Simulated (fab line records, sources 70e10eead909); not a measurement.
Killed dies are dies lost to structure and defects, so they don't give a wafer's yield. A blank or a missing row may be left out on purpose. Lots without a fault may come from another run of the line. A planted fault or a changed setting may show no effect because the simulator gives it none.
A struck lot beside a sound one | flow nand_harc | 39 steps out of a route of 1159
Sound: wafers L324.1, L324.2, L324.5. Struck: wafers L346.3, L346.5, L346.6. The cause comes at the end.
At each step with rows: each side's tool, then ch and its chambers, then its first start. Under that, the readings that differ: sound wafers | struck wafers | difference of the means | sigmas: that difference in standard deviations of wafers without a fault.
alike: readings whose means differ by less than 2 such deviations, and words and numbers that are the same on both sides. not compared: withheld readings, readings that some wafer has no value for, bounds like >300 that may hide the same value, and numbers for which the record gives no deviation and whose values overlap.
The two part at a step that has a row with sigmas, a row that says differs or no value, or rows on one side only. Numbers that don't overlap but have no deviation are shown without sigmas and don't part them. A reading that every wafer of one side lacks parts them only if that side has two wafers or more.

first, 9 steps without rows for these wafers: NHARC_A_CONTACT_EXPOSE_39 (exposes mask A CC 3); NHARC_A_CONTACT_PEB_40 (peb time 65 s); NHARC_A_CONTACT_DEVELOP_41 (develop time 35 s); NHARC_A_CONTACT_DESCUM_47 (chemistry O2, time 3 s); NHARC_A_CONTACT_ETCH_48 (etches the open film in CF4, target depth 39 nm, time 65 s); NHARC_A_CONTACT_ETCH_49 (etches the open film in N2/H2, target depth 260 nm, time 475.3 s); NHARC_A_CONTACT_ETCH_50 (etches the open film in CF4/CHF3, target depth 84.7 nm, time 42.4 s); NHARC_A_CONTACT_ETCH_51 (etches the open film in O2/COS, target depth 3600 nm, time 936 s); NHARC_A_CONTACT_ETCH_111 (etches the open film in C4F8/O2/Ar, time 140 s, target depth 700 nm).
NHARC_A_CONTACT_ETCH_112: etches the open film in C4F8/O2/Ar, time 94 s, target depth 922 nm.
  sound on har_cap_etch-02 ch 0,1, day 16 14:46; struck on har_cap_etch-02 ch 0,1, day 22 00:10
  reading                        | sound                | struck               | difference | sigmas
  chamber_pressure_mTorr (mTorr) | 20.025 20.048 20.013 | 19.977 20.003 19.993 | -0.038     | -2
  not compared: rf_hours_counter_h
then, 28 steps without rows for these wafers: NHARC_A_CONTACT_ETCH_113 (etches the open film in C4F8/O2/Ar, time 94 s, target depth 922 nm); NHARC_A_CONTACT_ETCH_114 (etches the open film in C4F8/O2/Ar, time 94 s, target depth 922 nm); NHARC_A_CONTACT_ETCH_115 (etches the open film in C4F8/O2/Ar, time 94 s, target depth 922 nm); NHARC_A_CONTACT_ETCH_116 (etches the open film in C4F8/O2/Ar, time 94 s, target depth 922 nm); NHARC_A_CONTACT_ETCH_117 (etches the open film in C4F8/O2/Ar, time 94 s, target depth 922 nm); NHARC_A_CONTACT_ETCH_118 (etches the open film in C4F8/O2/Ar, time 94 s, target depth 922 nm); NHARC_A_CONTACT_ETCH_119 (etches the open film in C4F8/O2/Ar, time 94 s, target depth 922 nm); NHARC_A_CONTACT_ETCH_120 (etches the open film in C4F8/O2/Ar, time 94 s, target depth 922 nm); NHARC_A_CONTACT_ETCH_121 (etches the open film in C4F8/O2/Ar, time 94 s, target depth 922 nm); NHARC_A_CONTACT_ETCH_122 (etches the open film in C4F8/O2/Ar, time 95 s, target depth 930 nm); NHARC_A_CONTACT_ETCH_123 (etches the open film in C4F8/O2/Ar, time 253 s, target depth 1090 nm); NHARC_A_CONTACT_ETCH_90 (etches the open film in CH3F/O2, target depth 40 nm, time 85.7 s); NHARC_A_CONTACT_ETCH_96 (etches the open film in C4F6/O2, target depth 20 nm, time 10 s); NHARC_A_CONTACT_STRIP_99 (strips in N2/H2); NHARC_A_CONTACT_STRIP_100 (strips in CF4/CHF3); NHARC_A_CONTACT_STRIP_101 (strips in O2/COS); NHARC_A_CONTACT_ETCH_102 (etches the open film in CF4/O2, target depth 70 nm, overetch 7 nm, time 38.5 s); NHARC_A_CONTACT_STRIP_55 (strips in O2); NHARC_A_CONTACT_STRIP_56 (strips in post etch residue remover, time 600 s); NHARC_A_CONTACT_DEP_57 (deposits aC, target thk 2800 nm); NHARC_A_CONTACT_DEP_58 (deposits SiON, target thk 60 nm); NHARC_A_CONTACT_DEHYDRATE_59 (time 120 s); NHARC_A_CONTACT_HMDS_60 (time 30 s); NHARC_A_CONTACT_COAT_61 (time 75 s); NHARC_A_CONTACT_COAT_62 (time 65 s); NHARC_A_CONTACT_COAT_63 (resist thk 90 nm); NHARC_A_CONTACT_SOFTBAKE_64 (time 55 s); NHARC_A_CONTACT_EBR_65.
-- the record jumps here: 3 days lie between the struck wafers' starts before and after (it left off in module A_CONTACT and takes up again in module END, whose first step shown is number 1159 of the route) --
NHARC_END_SORT_01:
  sound on prober-01 ch 0, day 20 05:23; struck on prober-01 ch 0, day 25 01:29
  reading         | sound    | struck   | difference | sigmas
  killed_at_array | 29 23 30 | 55 57 78 | +36        | +3
  killed_dies     | 34 31 32 | 59 64 80 | +35        | +3
  alike: killed_at_other, killed_at_periphery, killed_open, killed_short

WHERE THEY PART
First at NHARC_A_CONTACT_ETCH_112; last, within this record, at NHARC_END_SORT_01.

WHY: what the simulator had put in
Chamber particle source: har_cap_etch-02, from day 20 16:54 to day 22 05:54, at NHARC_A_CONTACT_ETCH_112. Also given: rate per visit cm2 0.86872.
